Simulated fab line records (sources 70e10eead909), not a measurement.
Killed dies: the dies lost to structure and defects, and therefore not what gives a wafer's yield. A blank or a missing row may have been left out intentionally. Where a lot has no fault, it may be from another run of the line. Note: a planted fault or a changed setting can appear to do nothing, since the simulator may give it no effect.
Matching of chambers | flow nand-harc | 4 sister chambers for NHARC_A_CHANNEL_FILL_D2_ETCHBACK_20 on rie-diel-09
The step etches the open film in C4F8/O2/Ar, target depth 27 nm, time 13.5 s. 24 wafers are shown with their chamber, then 12 later ones without.

## EACH WAFER AND ITS CHAMBER
wafer  | chamber | rf-vpp-V (V) | oes-product-au (a.u.)
L075.1 | 0       | 988          | 1.007
L075.2 | 3       | 981          | 0.991
L075.3 | 1       | 979          | 0.996
L075.4 | 2       | 973          | 1.006
L075.5 | 0       | 989          | 1.012
L075.6 | 3       | 981          | 0.997
L077.2 | 2       | 974          | 1.006
L077.4 | 0       | 988          | 1.001
L077.6 | 1       | 980          | 0.997
L079.2 | 2       | 974          | 1.007
L079.5 | 3       | 982          | 0.989
L079.6 | 2       | 975          | 0.999
L082.1 | 2       | 971          | 0.996
L082.5 | 1       | 980          | 0.988
L082.6 | 0       | 987          | 0.984
L085.3 | 2       | 974          | 0.983
L085.4 | 0       | 988          | 0.971
L085.5 | 0       | 988          | 0.978
L088.1 | 1       | 979          | 0.961
L088.4 | 2       | 975          | 0.973
L088.6 | 1       | 979          | 0.975
L091.1 | 2       | 974          | 0.976
L091.2 | 3       | 980          | 0.990
L091.3 | 0       | 986          | 0.994

SIGNATURES (means of the wafers above)
reading        | chamber 0 | chamber 1 | chamber 2 | chamber 3 | scatter within a chamber
rf-vpp-V       | 987.71    | 979.40    | 973.75    | 981.00    | 1
oes-product-au | 0.99243   | 0.98340   | 0.99325   | 0.99175   | 0.0137
Rule: for a wafer and a chamber, the distance is found by dividing, reading by reading, the gap between the wafer's reading and the chamber's mean by the reading's scatter, squaring, summing and taking the root. If the next closest chamber is less than 2 further off than the closest, the wafer can't be placed; otherwise it belongs to the closest. How the scatter is found: for the shown wafers, subtract from each reading the mean of its chamber, square and add these, divide the total by (wafers less chambers), then take the root.

## WAFERS WITHOUT THEIR CHAMBER
wafer  | rf-vpp-V (V) | oes-product-au (a.u.)
L092.3 | 979          | 0.985
L092.4 | 982          | 1.000
L092.6 | 974          | 0.991
L093.2 | 988          | 0.995
L093.4 | 982          | 0.982
L093.5 | 977          | 0.999
L094.1 | 979          | 1.000
L094.3 | 974          | 0.977
L094.4 | 981          | 0.990
L097.1 | 980          | 0.993
L097.2 | 982          | 0.984
L097.5 | 973          | 0.985

## EACH ONE'S CHAMBER
wafer  | from the rows above          | in truth
L092.3 | can't be placed: 1 or 3      | 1
L092.4 | can't be placed: 3 or 1      | 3
L092.6 | 2                            | 2
L093.2 | 0                            | 0
L093.4 | can't be placed: 3 or 1      | 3
L093.5 | can't be placed: 1 or 2 or 3 | 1
L094.1 | can't be placed: 1 or 3      | 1
L094.3 | 2                            | 2
L094.4 | can't be placed: 3 or 1      | 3
L097.1 | can't be placed: 1 or 3      | 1
L097.2 | can't be placed: 3 or 1      | 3
L097.5 | 2                            | 2
Placed correctly: 4 of 12. Not placeable from these rows: 8 (in 8, the candidates include the true chamber). Wrongly placed: 0.
